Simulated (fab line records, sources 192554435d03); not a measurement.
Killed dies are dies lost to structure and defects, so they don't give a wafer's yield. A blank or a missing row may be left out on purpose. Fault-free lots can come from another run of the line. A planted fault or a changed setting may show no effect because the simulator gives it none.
Split-lot trial	flow n5_finfet	11 wafers read from 5 lots, route of 1938 steps

== THE SPLIT ==
At N5_BEOL_M2_SPUTTER_94 (material Cu, target thk 4.5 nm, time 8.29 s), the setting time_s was moved away from the recipe's 8.29 s on 3 of the 11 wafers read, by -13.4% to -6.0%. This setting was run at the recipe's value on the other wafers.

The reading is taken at the split's own step.

== THE READING ==
Cu_of_BEOL_M2_SPUTTER_94.thk_nm (the simulator's own value, which no gauge read), in nm, at N5_BEOL_M2_SPUTTER_94 (material Cu, target thk 4.5 nm, time 8.29 s). The file gives no usual value for it. Across the 8 wafers here that went through the recipe, the average is 4.5 nm and the standard deviation 0.1 nm.

wafer	tool, chamber at the split	time_s as run, s	against the recipe	Cu_of_BEOL_M2_SPUTTER_94.thk_nm, nm	against lot-mates on the recipe
L083.2	pvd_sputter-03, -	8.29	recipe	4.4	-
L083.3	pvd_sputter-03, -	7.794	-6.0%	4.2	-0.2
L082.2	pvd_sputter-01, -	8.29	recipe	4.4	-
L082.3	pvd_sputter-01, -	8.29	recipe	4.6	-
L082.5	pvd_sputter-01, -	8.29	recipe	4.6	-
L086.1	pvd_sputter-03, -	8.29	recipe	4.4	-
L086.5	pvd_sputter-03, -	7.789	-6.0%	4.2	-0.2
L087.4	pvd_sputter-01, -	8.29	recipe	4.6	-
L087.5	pvd_sputter-01, -	7.176	-13.4%	4	-0.6
L092.1	pvd_sputter-01, -	8.29	recipe	4.6	-
L092.5	pvd_sputter-01, -	8.29	recipe	4.4	-

FIT RESULTS
A straight line over all 11 wafers: Cu_of_BEOL_M2_SPUTTER_94.thk_nm changes by +0.0401 nm for each +1% of time_s; r = +0.88; the points scatter about the line by 0.099 nm.
The same after taking each lot's own level away (the mean of its wafers on the recipe; 11 wafers): +0.042 nm for each +1%; r = +0.93; scatter 0.077 nm.
According to that fit, moving time_s by its largest amount changes the reading by 0.56 nm.
The lots' own levels span 4.40 to 4.60 nm, that is 2.0 times the standard deviation above.
Hence the lot-to-lot level has little effect on the slope; both slopes agree.
Check: with one of the wafers moved furthest among these (-13.4%) left out of the fit, the line predicts -0.447 nm for it against its lot-mates. It came out at -0.6 nm against them.

== THE FILE'S OWN FIT ==
Cu_of_BEOL_M2_SPUTTER_94.thk_nm changes by +0.0414 nm for each +1% of time_s, r = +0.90.
